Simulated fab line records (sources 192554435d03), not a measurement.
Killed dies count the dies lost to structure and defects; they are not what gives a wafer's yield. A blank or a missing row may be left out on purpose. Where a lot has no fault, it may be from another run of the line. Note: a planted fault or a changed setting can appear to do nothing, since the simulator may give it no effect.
Matching of chambers    flow n5_finfet    N5_BEOL_M5_STRIP_19 on rie_diel-01 has 4 sister chambers
The step strips in O2. 4 wafers are shown with their chamber, then 9 later ones without.

WAFERS WITH THEIR CHAMBER
wafer   chamber  showerhead_plenum_p_Torr (Torr)
L088.4  3        1.98
L089.2  0        2.11
L089.4  2        1.95
L089.5  1        2.19

WAFERS WITHOUT THEIR CHAMBER
wafer   showerhead_plenum_p_Torr (Torr)
L091.2  2.11
L091.3  2.19
L091.5  2.11
L096.2  2.19
L096.3  2.24
L096.6  2.24
L097.2  2.10
L097.4  2.18
L097.6  2.10

WHICH CHAMBER EACH ONE RAN IN
wafer    from the rows above   in truth
L091.2   0                     0
L091.3   1                     1
L091.5   0                     0
L096.2   1                     1
L096.3   1                     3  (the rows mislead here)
L096.6   1                     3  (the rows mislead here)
L097.2   0                     0
L097.4   1                     1
L097.6   0                     0
7 of 9 placed correctly. Can't be placed from these rows: 0. Placed wrongly: 2.
How it was worked out, from the rows above alone: a wafer's distance from a chamber is the root of the sum, over the readings, of the square of ((its reading less the chamber's mean) divided by the reading's scatter). If the next closest chamber is less than 2 further off than the closest, the wafer can't be placed; otherwise it belongs to the closest. Each chamber's mean is taken over the wafers shown for it. The scatter: root of mean squared gap, hidden wafer to nearest shown wafer, with one shown wafer a chamber.
